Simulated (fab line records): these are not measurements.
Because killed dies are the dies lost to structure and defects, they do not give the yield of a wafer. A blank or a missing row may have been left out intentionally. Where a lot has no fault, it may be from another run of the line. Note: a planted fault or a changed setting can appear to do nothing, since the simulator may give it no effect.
fab line records	flow nand_harc
record: lots: 14	wafers: 42	last_day: 24
route steps=1159 shown A_STAIRCASE@734 A_SGD_CUT@759 A_SLIT@781
lots that met no fault: from a run of the same line without faults
start_h: start of the lot's first displayed wafer, in hours after the record's first day	wait_h: hours since the lot's step before	" unchanged from the row above	L1.1+2: a row that stands for several wafers	- either no value or no given start	* or withheld: withheld	< > ~ a bound
route shown NAME@n: names a module that has steps shown in the file, with the first one's number in the route	usual: mean/standard deviation of fault-free wafers	same: alike in all rows	chamber/n: place in a boat	sites: each site's reading	_std_site: how widely they spread, as a standard deviation	_edge_site: mean of outer sites minus mean of inner sites	radius_mm: how far each site lies from the wafer's centre	mask NAME#n: copy n	behind: the tool/chamber that last shaped the wafer	hold: what put the lot on hold/how long, in hours/how the hold closed	device: which transistor (n, p or np) failed to switch	end of line: the route-end tests of the same wafers	a step given without rows: its recipe and nothing more	killed: at the first sort, the dies lost to defects and structure; wafer yield is something else	map: a wafer's dies, marking killed ones x, the rest . and places with no die _
set.NAME: the run value of the setting; set.NAME@STEP: its run value at that earlier step	model.NAME: the simulator's own value behind a step, which no gauge read
one table for each step of the route and one row for each wafer, over a sample of lots
services: a tool's chamber out of use, with start hour (start_h, from the record's first day; less than 0 if before it), hours out, and reason
== steps ==
step: NHARC_A_STAIRCASE_CMP_152
usual: motor_current_A: 12.3/1.5	pad_life_wafers: 310/140
lot.wafer	tool	chamber	start_h	wait_h	motor_current_A	pad_life_wafers
L128.2	cmp-03	1	310.48	0.1	12.3	228
L128.1	"	2	"	"	14.0	229
L128.6	"	2	"	"	14.4	-
L129.3	cmp-01	0	311.06	0.1	12.0	114
L129.1	"	3	"	"	12.1	117
L129.5	"	1	"	"	13.9	-
L131.2	cmp-03	1	325.20	0.1	12.5	301
L131.4	"	3	"	"	12.6	303
L131.5	"	0	"	"	10.0	-
L132.2	cmp-02	0	338.16	0.1	12.5	63
L132.6	"	1	"	"	12.9	-
L132.5	"	2	"	"	11.1	-
L133.3	cmp-03	1	338.40	0.1	12.6	416
L133.4	"	2	"	"	13.7	417
L133.5	"	3	"	"	12.5	-
L143.4	cmp-02	0	406.75	0.1	12.3	522
L143.3	"	3	"	"	12.4	525
L143.6	"	1	"	"	12.8	-
L142.2	cmp-03	2	407.05	0.1	14.4	277
L142.4	"	3	"	"	12.5	278
L142.5	"	2	"	"	15.0	-
L144.4	cmp-01	3	419.91	0.1	11.8	210
L144.2	"	1	"	"	14.5	212
L144.6	"	0	"	"	12.2	-
L146.4	cmp-03	0	420.89	0.1	9.2	378
L146.1	"	1	"	"	13.0	379
L146.3	"	3	"	"	12.4	381
L147.4	cmp-01	2	433.89	0.1	9.7	289
L147.2	"	3	"	"	11.5	290
L147.5	"	2	"	"	9.5	-
L150.1	cmp-03	3	434.48	0.1	12.7	482
L150.3	"	0	"	"	9.5	483
L150.5	"	1	"	"	13.7	-
L148.3	cmp-01	3	434.85	0.1	11.8	300
L148.4	"	2	"	"	9.3	303
L148.5	"	0	"	"	11.9	-
L149.2	cmp-03	3	435.83	0.1	12.2	499
L149.5	"	2	"	"	14.4	-
L149.6	"	3	"	"	13.4	-
L151.1	cmp-03	2	444.87	0.1	14.4	565
L151.2	"	3	"	"	11.8	566
L151.5	"	1	"	"	12.6	-
step: NHARC_A_SGD_CUT_OVL_MEAS_10
usual: overlay_x_nm: 0.0/0.93	overlay_y_nm: -0.1/0.96
lot.wafer	tool	chamber	start_h	wait_h	overlay_x_nm	overlay_y_nm
L128.1	overlay-02	-	313.07	-	1.9	0.4
L128.2	"	-	"	"	2.1	0.1
L128.6	"	-	"	"	1.6	0.4
L129.1	overlay-02	-	313.65	-	1.4	0.3
L129.3	"	-	"	"	0.7	0.4
L129.5	"	-	"	"	0.8	0.8
L131.2	overlay-02	-	327.79	-	0.0	0.6
L131.4	"	-	"	"	-0.2	0.2
L131.5	"	-	"	"	-0.9	0.0
L132.2	overlay-01	-	340.72	-	0.7	-1.6
L132.5	"	-	"	"	0.6	-2.0
L132.6	"	-	"	"	0.8	-1.5
L133.3	overlay-01	-	340.99	-	-0.9	2.6
L133.4	"	-	"	"	-0.3	2.2
L133.5	"	-	"	"	-0.6	1.7
L143.3	overlay-01	-	409.42	-	0.4	0.0
L143.4	"	-	"	"	0.4	0.3
L143.6	"	-	"	"	0.6	0.4
L142.2	overlay-01	-	409.82	-	0.5	-0.3
L142.4	"	-	"	"	0.5	-0.3
L142.5	"	-	"	"	0.9	-0.5
L144.2	overlay-01	-	422.57	-	-0.2	-0.8
L144.4	"	-	"	"	-0.2	-0.9
L144.6	"	-	"	"	0.3	-1.0
L146.1	overlay-01	-	423.58	-	-1.0	-0.1
L146.3	"	-	"	"	-1.1	-0.5
L146.4	"	-	"	"	-1.1	-0.6
L147.2	overlay-01	-	436.81	-	-0.4	-1.2
L147.4	"	-	"	"	-0.2	-0.6
L147.5	"	-	"	"	-0.8	-1.0
L150.1	overlay-01	-	437.20	-	-0.3	-0.4
L150.3	"	-	"	"	0.0	-0.5
L150.5	"	-	"	"	0.8	-0.5
L148.3	overlay-01	-	437.60	-	0.6	-1.3
L148.4	"	-	"	"	0.7	-1.0
L148.5	"	-	"	"	0.6	-0.5
L149.2	overlay-01	-	438.63	-	0.1	0.4
L149.5	"	-	"	"	0.2	0.5
L149.6	"	-	"	"	0.1	1.1
L151.1	overlay-01	-	447.49	-	0.4	-1.8
L151.2	"	-	"	"	0.4	-1.9
L151.5	"	-	"	"	0.3	-2.0
step: NHARC_A_SLIT_DEP_23
recipe: target_thk_a: 1000	target_thk_nm: 100	temp_c: 400	pressure_torr: 3.5	flow_sccm: 200	rf_w: 350	material: SiON
usual: chamber_pressure_Torr: 3.499/0.0085	heater_power_outer_w: 434/70	heater_power_w: 727/98	showerhead_vpp_V: 1163/42
lot.wafer	tool	chamber	start_h	wait_h	chamber_pressure_Torr	heater_power_outer_w	heater_power_w	showerhead_vpp_V
L128.1	pecvd-04	0	322.54	1.7	3.503	472	767	1105
L128.2	"	1	"	"	3.504	642	978	1158
L128.6	"	1	"	"	3.493	633	963	1182
L129.1	pecvd-03	1	322.59	1.6	3.512	431	666	1210
L129.3	"	2	"	"	3.504	414	736	1131
L129.5	"	0	"	"	3.501	373	644	1204
L131.2	pecvd-03	0	341.24	1.4	3.497	394	687	1228
L131.5	"	0	"	"	3.498	421	680	1229
L131.4	"	1	"	"	3.494	416	650	1209
L132.2	pecvd-04	1	349.70	1.4	-	-	-	-
L132.5	"	2	"	"	-	-	-	-
L132.6	"	1	"	"	-	-	-	-
L133.3	pecvd-01	1	349.80	1.1	-	-	-	-
L133.5	"	2	"	"	-	-	-	-
L133.4	"	1	"	"	-	-	-	-
L142.2	pecvd-03	1	421.58	1.3	3.489	422	685	1206
L142.5	"	2	"	"	3.494	364	684	1138
L142.4	"	0	"	"	3.510	462	744	1229
L143.3	pecvd-04	1	422.80	1.0	3.510	638	977	1167
L143.6	"	2	"	"	3.508	337	562	1173
L143.4	"	0	"	"	3.490	467	757	1095
L144.2	pecvd-03	0	429.45	1.3	3.499	440	730	1219
L144.6	"	2	"	"	3.496	408	729	1124
L144.4	"	1	"	"	3.509	455	709	1183
L146.1	pecvd-01	1	435.03	1.7	3.499	484	848	1120
L146.3	"	2	"	"	3.500	420	696	1131
L146.4	"	0	"	"	3.499	467	810	1153
L147.2	pecvd-03	1	448.56	1.3	3.496	404	643	1226
L147.4	"	1	"	"	3.499	418	646	1237
L147.5	"	2	"	"	3.499	360	711	1133
L148.3	pecvd-01	2	448.75	1.0	3.499	469	746	1115
L148.5	"	1	"	"	3.485	516	888	1130
L148.4	"	0	"	"	3.494	401	716	1143
L150.1	pecvd-04	2	449.58	1.6	3.490	320	512	1148
L150.3	"	0	"	"	3.508	481	784	1090
L150.5	"	0	"	"	3.523	487	788	1103
L149.2	pecvd-01	0	450.67	1.5	3.506	407	689	1163
L149.5	"	0	"	"	3.487	398	736	1143
L149.6	"	1	"	"	3.501	493	814	1146
L151.1	pecvd-03	2	458.74	1.7	3.503	382	709	1134
L151.2	"	1	"	"	3.510	456	733	1212
L151.5	"	0	"	"	3.511	437	717	1202
step: NHARC_A_SLIT_ETCH_24
recipe: target_depth_a: 1210	time_s: 60.5	cf4_flow_sccm: 100	chf3_flow_sccm: 30	ar_flow_sccm: 0	rf_w: 500	bias_w: 200	chemistry: CF4/CHF3
usual: drypump_motor_current_A: 5.7/0.35	oes_product_au: 0.961/0.016	rf_vpp_V: 372.0/2.3	showerhead_plenum_p_Torr: 1.61/0.06	throttle_valve_pct: 16.802/0.0096
lot.wafer	tool	chamber	start_h	wait_h	drypump_motor_current_A	oes_product_au	rf_hours_counter_h	rf_vpp_V	showerhead_plenum_p_Torr	throttle_valve_pct
L128.1	rie_diel-02	1	323.34	0.1	5.7	0.925	13	370.8	1.60	16.810
L128.2	"	3	"	"	5.7	0.981	12	371.4	1.57	16.802
L128.6	"	0	"	"	6.2	0.967	-	372.1	1.64	16.796
L129.3	rie_diel-07	0	323.55	0.1	5.8	0.966	5	372.2	1.59	16.813
L129.1	"	1	"	"	5.2	0.992	3	373.9	1.68	16.800
L129.5	"	1	"	"	5.3	0.993	-	374.8	1.68	16.811
L131.4	rie_diel-12	1	342.16	0.1	5.2	0.966	9	373.6	1.64	16.795
L131.2	"	0	"	"	5.6	0.963	10	371.7	1.56	16.806
L131.5	"	2	"	"	5.8	0.953	-	374.3	1.68	16.818
L132.2	rie_diel-12	3	350.59	0.1	6.3	0.951	11	370.1	1.53	16.791
L132.6	"	2	"	"	5.8	0.948	-	374.3	1.68	16.807
L132.5	"	3	"	"	6.3	0.961	-	369.3	1.53	16.804
L133.4	rie_diel-07	0	350.77	0.1	5.8	0.976	7	372.0	1.59	16.789
L133.3	"	3	"	"	5.4	0.954	7	369.6	1.49	16.807
L133.5	"	1	"	"	5.3	0.981	-	375.9	1.68	16.799
L142.2	rie_diel-12	1	422.54	0.1	5.2	0.973	2	373.1	1.64	16.813
L142.4	"	2	"	"	5.8	0.964	2	372.0	1.67	16.797
L142.5	"	1	"	"	5.2	0.970	-	373.7	1.64	16.810
L143.3	rie_diel-12	3	423.75	0.1	6.3	0.961	2	368.9	1.53	16.810
L143.4	"	1	"	"	5.2	0.970	2	373.9	1.64	16.805
L143.6	"	3	"	"	6.3	0.962	-	368.7	1.53	16.811
L144.2	rie_diel-12	3	430.24	0.1	6.3	0.960	3	370.7	1.53	16.785
L144.4	"	0	"	"	5.6	0.975	4	368.1	1.56	16.815
L144.6	"	3	"	"	6.3	0.971	-	368.9	1.53	16.820
L146.3	rie_diel-02	1	435.99	0.1	5.6	0.916	6	371.5	1.59	16.779
L146.1	"	2	"	"	5.9	0.925	6	372.8	1.62	16.814
L146.4	"	3	"	"	5.7	0.898	5	369.7	1.56	16.813
L147.4	rie_diel-07	3	449.48	0.1	5.4	0.974	2	367.5	1.49	16.785
L147.2	"	1	"	"	5.2	0.959	2	373.3	1.68	16.798
L147.5	"	3	"	"	5.4	0.976	-	365.9	1.49	16.791
L148.4	rie_diel-12	1	449.69	0.1	5.3	0.961	5	373.1	1.64	16.802
L148.3	"	3	"	"	6.3	0.947	5	368.2	1.53	16.801
L148.5	"	0	"	"	5.6	0.959	-	370.3	1.56	16.808
L150.3	rie_diel-07	0	450.53	0.1	5.8	0.972	2	370.9	1.59	16.799
L150.1	"	1	"	"	5.2	0.966	2	374.0	1.68	16.800
L150.5	"	1	"	"	5.2	0.982	-	375.8	1.68	16.815
L149.2	rie_diel-12	0	451.63	0.1	5.6	0.945	5	370.7	1.56	16.807
L149.5	"	1	"	"	5.2	0.954	-	372.7	1.64	16.781
L149.6	"	2	"	"	5.8	0.979	-	374.1	1.67	16.809
L151.2	rie_diel-07	1	459.71	0.1	5.3	0.945	3	375.6	1.68	16.806
L151.1	"	2	"	"	5.4	0.970	3	373.2	1.69	16.814
L151.5	"	2	"	"	5.4	0.974	-	373.3	1.69	16.793
== services ==
tool	chamber	start_h	hours	kind
cmp-01	-	288.07	1.1	repair
pecvd-03	-	292.20	13.0	pm
cmp-03	-	296.10	4.2	repair
rie_diel-12	3	301.25	3.0	repair
rie_diel-02	1	302.50	17.2	repair
pecvd-03	1	315.90	5.8	repair
cmp-02	-	324.50	4.0	pm
rie_diel-02	-	327.70	9.0	pm
cmp-03	-	343.88	3.1	repair
cmp-02	-	348.39	0.5	repair
cmp-03	-	353.83	4.0	pm
cmp-01	-	354.35	3.8	repair
cmp-03	-	358.02	0.2	repair
cmp-03	-	358.46	1.6	repair
pecvd-03	-	363.90	0.8	repair
cmp-01	-	375.50	4.0	pm
pecvd-04	-	376.16	13.0	pm
rie_diel-12	-	379.40	9.0	pm
rie_diel-07	-	390.12	0.7	repair
rie_diel-07	-	405.20	9.0	pm
cmp-01	-	408.23	0.9	repair
pecvd-01	-	418.18	13.0	pm
cmp-01	-	429.98	2.0	repair
cmp-03	-	451.83	4.0	pm
== key ==
first_sign: step: NHARC_A_SLIT_DEP_23	reading: tool_record	direction: missing
effect none on later readings
met_at NHARC_A_SLIT_DEP_23
struck_lots L132,L133
later_rows_left_out L132.2,L132.5,L132.6,L133.3,L133.4,L133.5
sort_left_out L132.2,L132.5,L132.6,L133.3,L133.4,L133.5
tester_left_out L132,L133
not_acting_at NHARC_A_STAIRCASE_CMP_152,NHARC_A_SGD_CUT_OVL_MEAS_10,NHARC_A_SLIT_ETCH_24
onset_between 322.54 349.70
fault: kind: skipped_step_whole	tool: pecvd-01,pecvd-04	chamber: -	onset_h: 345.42	steps: NHARC_A_SLIT_DEP_23	scope: struck_lots_only
tester_left_out: of these lots the tester's yield and bins aren't shown, on N5 and GAA mostly nor the transistor test; their killed dies are dies lost to structure and defects alone, not to doping, threshold or leakage, so they don't give the yield
sort_left_out: the simulated sort isn't trusted on such a fault, so these wafers' sort isn't shown, and their yield isn't known
later_rows_left_out: the simulator's readings of these wafers behind a module that went badly wrong aren't trusted and aren't shown, but for the sort
